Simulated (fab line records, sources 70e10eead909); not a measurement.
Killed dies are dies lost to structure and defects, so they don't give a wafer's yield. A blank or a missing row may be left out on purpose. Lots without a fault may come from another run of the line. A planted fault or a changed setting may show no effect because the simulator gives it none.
A struck lot beside a sound one | flow nand_harc | 14 steps out of a route of 1302
Sound: wafers L840.1, L840.2, L840.3. Struck: wafers L850.1, L850.2, L850.4. The cause comes at the end.
At each step with rows: each side's tool, then ch and its chambers, then its first start. Under that, the readings that differ: sound wafers | struck wafers | difference of the means | sigmas: that difference in standard deviations of wafers without a fault.
alike: readings whose means differ by less than 2 such deviations, and words and numbers that are the same on both sides. not compared: withheld readings, readings that some wafer has no value for, bounds like >300 that may hide the same value, and numbers for which the record gives no deviation and whose values overlap.
The two part at a step that has a row with sigmas, a row that says differs or no value, or rows on one side only. Numbers that don't overlap but have no deviation are shown without sigmas and don't part them. A reading that every wafer of one side lacks parts them only if that side has two wafers or more.

first, 1 step without rows for these wafers: NHARC_A_DECK1_JOINT_CVD_12 (deposits poly-Si, target thk 90 nm, time 1800 s).
NHARC_A_DECK1_JOINT_CMP_13: polishes, target thk 51.023 nm.
  sound on cmp-04 ch 0,2,3, day 14 02:38; struck on cmp-03 ch 0,2,3, day 17 21:41
  alike: motor_current_A, slurry_flow_ml_min, time_to_endpoint_s
NHARC_A_DECK1_JOINT_THK_MEAS_14: measures by ellipsometry.
  sound on film_metro-02, day 14 02:52; struck on film_metro-02, day 17 21:56
  alike: thk_nm
then, 1 step without rows for these wafers: NHARC_A_DECK1_JOINT_SRD_04.
NHARC_A_DECK1_JOINT_ETCHBACK_00: etches the open film in HBr, target depth 30 nm, time 17.4 s.
  sound on rie_si-06 ch 0,1,2, day 14 02:59; struck on rie_si-06 ch 0,1,3, day 17 22:05
  reading                | sound          | struck         | difference | sigmas
  rf_hours_counter_h (h) | 0.40 0.27 0.23 | 0.86 0.84 0.93 | +0.58      |
  alike: drypump_motor_current_A, oes_product_au, throttle_valve_pct
then, 7 steps without rows for these wafers: NHARC_A_DECK1_JOINT_PRECLEAN_30 (cleans in SC1); NHARC_A_DECK1_JOINT_SRD_31; NHARC_A_DECK1_JOINT_CVD_34 (deposits SiNx, target thk 20 nm); NHARC_A_DECK1_JOINT_DEP_06 (deposits SiOx, target thk 80 nm); NHARC_A_DECK1_JOINT_CURE_26 (time 32 s); NHARC_A_DECK1_JOINT_ANNEAL_27 (time 3600 s); NHARC_A_DECK1_JOINT_ANNEAL_28 (time 1800 s).
NHARC_A_DECK1_JOINT_ANNEAL_29: time 1800 s.
  sound on furnace-02 ch 0, day 14 22:43; struck on furnace-02, day 18 15:41
  no value came back on the struck wafers for ramp_down_c_per_min, ramp_up_c_per_min, spike_tc_top_C (C), zone_power_bottom_pct (%); on the sound wafers ramp_down_c_per_min reads 3.0005 3.0001 2.9994
NHARC_A_DECK1_JOINT_CMP_02: polishes SiOx.
  sound on cmp-03 ch 1,2,3, day 15 01:25; struck on cmp-02 ch 1,2,3, day 18 18:22
  alike: motor_current_A, slurry_flow_ml_min

WHERE THEY PART
Only at NHARC_A_DECK1_JOINT_ANNEAL_29, within this record. Later steps at which nothing parts them and some readings are alike: NHARC_A_DECK1_JOINT_CMP_02.

WHY: what the simulator had put in
Skipped step whole: furnace-02, from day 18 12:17 on, at NHARC_A_DECK1_JOINT_ANNEAL_29. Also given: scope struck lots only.
